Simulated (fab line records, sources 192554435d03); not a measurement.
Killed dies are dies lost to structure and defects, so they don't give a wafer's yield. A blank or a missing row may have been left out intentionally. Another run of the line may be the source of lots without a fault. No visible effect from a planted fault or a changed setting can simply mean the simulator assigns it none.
Chamber matching	flow n5 finfet	3 sister chambers for N5_BEOL_M1_CO_CAP_55 on cvd co-02
The step material Co, precursor CCTBA/H2, target thk 2 nm, time 102.1 s. 6 wafers are shown with their chamber, then 7 later ones without.

== WAFERS WITH THEIR CHAMBER ==
wafer	chamber	heater power w (W)
L804.5	1	238
L808.1	2	256
L808.3	0	221
L808.5	2	269
L810.1	1	233
L810.3	0	219

== WAFERS WHOSE CHAMBER IS MISSING ==
wafer	heater power w (W)
L810.4	226
L811.1	218
L811.5	245
L811.6	222
L814.2	239
L814.3	225
L814.6	229

== WHICH CHAMBER EACH ONE RAN IN ==
wafer	from the rows above	in truth
L810.4	can't be placed: 0 or 1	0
L811.1	0	0
L811.5	can't be placed: 1 or 2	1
L811.6	0	0
L814.2	1	1
L814.3	can't be placed: 0 or 1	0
L814.6	can't be placed: 1 or 0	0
Placed correctly: 3 of 7. Can't be placed from these rows: 4 (the true chamber is among the candidates in 4). Placed wrongly: 0.
How it was worked out, from the rows above alone: a wafer's distance from a chamber is the root of the sum, over the readings, of the square of ((its reading less the chamber's mean) divided by the reading's scatter). If the next closest chamber is less than 2 further off than the closest, the wafer can't be placed; otherwise it belongs to the closest. For every chamber, the mean is computed from those of its wafers that are shown. The scatter is the square root of a quotient: the sum, over the shown wafers, of each reading's squared deviation from its chamber's mean, divided by wafers minus chambers.
